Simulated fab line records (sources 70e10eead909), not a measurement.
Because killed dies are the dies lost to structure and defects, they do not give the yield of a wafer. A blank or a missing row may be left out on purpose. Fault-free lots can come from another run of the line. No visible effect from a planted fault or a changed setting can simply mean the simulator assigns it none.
Chamber matching -- flow nand-harc -- ald-hk-01 running NHARC_A_CHANNEL_FILL_D1_ALD_25: 4 sister chambers
The step deposits SiOx, target thk 60 nm, pulse time 10 s, ald cycles 600. 4 wafers are shown with their chamber, then 7 later ones without.

== WAFERS, EACH WITH ITS CHAMBER ==
wafer,chamber,heater-power-w (W)
L908.6,0,465
L912.2,1,450
L916.4,3,496
L916.1,2,508

== WAFERS WITH NO CHAMBER GIVEN ==
wafer,heater-power-w (W)
L916.6,494
L919.4,503
L919.3,473
L919.2,464
L923.2,527
L923.1,513
L923.5,506

== CHAMBER TAKEN BY EACH ==
wafer,from the rows above,in truth
L916.6,can't be placed: 3 or 2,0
L919.4,can't be placed: 2 or 3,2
L919.3,can't be placed: 0 or 1 or 3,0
L919.2,can't be placed: 0 or 1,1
L923.2,can't be placed: 2 or 3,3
L923.1,can't be placed: 2 or 3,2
L923.5,can't be placed: 2 or 3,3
Correctly placed: 0 of 7. Not placeable from these rows: 7 (in 6, the candidates include the true chamber). Wrongly placed: 0.
How it was worked out, from the rows above alone: a wafer's distance from a chamber is the root of the sum, over the readings, of the square of ((its reading less the chamber's mean) divided by the reading's scatter). If the next closest chamber is less than 2 further off than the closest, the wafer can't be placed; otherwise it belongs to the closest. Each chamber's mean is taken over the wafers shown for it. The scatter (one wafer shown for each chamber): square how far every hidden wafer sits from the nearest shown wafer, average those squares and take the square root.
